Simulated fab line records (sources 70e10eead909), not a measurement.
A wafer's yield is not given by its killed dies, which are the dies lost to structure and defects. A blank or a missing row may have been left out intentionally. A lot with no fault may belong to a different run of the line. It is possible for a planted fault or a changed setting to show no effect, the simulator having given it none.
2 desks, one fault / flow nand harc / numbers are kept per desk, each desk with only its own; the story behind them comes last

== FOR THE TOOL OWNER'S DESK: ald metal-01 ==
The tool's own readings at NHARC_A_CONTACT_ALD_18 (deposits TiN, target thk 3 nm, pulse time 1 s, ald cycles 150): means of the sampled wafers that have a number, for each lot that ran on this tool. A lot is out of limits, marked OUT, if its mean lies more than 4 standard deviations from the usual mean; the brackets give that distance.
Columns: A = heater power w at NHARC_A_CONTACT_ALD_18, usual 1110 W; B = precursor pulse height rel at NHARC_A_CONTACT_ALD_18, usual 0.998
lot=L934; first seen here=day 24 13:43; A=1133; B=0.995
lot=L938; first seen here=day 25 15:28; A=961; B=0.988
lot=L939; first seen here=day 26 03:45; A=1155; B=1.001
lot=L936; first seen here=day 27 20:40; A=1161; B=1.009
lot=L949; first seen here=day 30 18:38; A=1158; B=0.992
lot=L951; first seen here=day 31 04:10; A=1140; B=0.998
This desk's finding: nothing out of limits on any of the 6 lots.

== THE METROLOGY DESK ==
Lot by lot, what the gauges showed, no matter which tool ran the lot: averages of those sampled wafers that carry a number. A lot is out of limits, marked OUT, if its mean lies more than 4 standard deviations from the usual mean; the brackets give that distance.
Columns: A = cd nm at NHARC_A_BONDPAD_CD_MEAS_13, usual 501.0 nm
lot=L931; first seen here=day 23 03:32; A=502.8
lot=L930; first seen here=day 23 14:51; A=502.2
lot=L932; first seen here=day 23 21:18; A=499.6
lot=L935; first seen here=day 24 13:47; A=499.0
lot=L934; first seen here=day 25 04:59; A=497.3
lot=L938; first seen here=day 26 07:22; A=500.2
lot=L939; first seen here=day 26 19:07; A=505.3
lot=L936; first seen here=day 28 12:22; A=501.8
lot=L949; first seen here=day 31 10:26; A=500.0
lot=L950; first seen here=day 31 11:56; A=499.3
lot=L951; first seen here=day 31 21:07; A=503.7
lot=L953; first seen here=day 31 23:34; A=499.1
lot=L952; first seen here=day 32 00:11; A=499.2
This desk's finding: nothing out of limits on any of the 13 lots.

== ALL TOGETHER ==
Nothing out of limits was seen by the tool owner's desk.
From the metrology desk's view, nothing was out of limits.

== WHAT THE SIMULATOR HAD INSERTED ==
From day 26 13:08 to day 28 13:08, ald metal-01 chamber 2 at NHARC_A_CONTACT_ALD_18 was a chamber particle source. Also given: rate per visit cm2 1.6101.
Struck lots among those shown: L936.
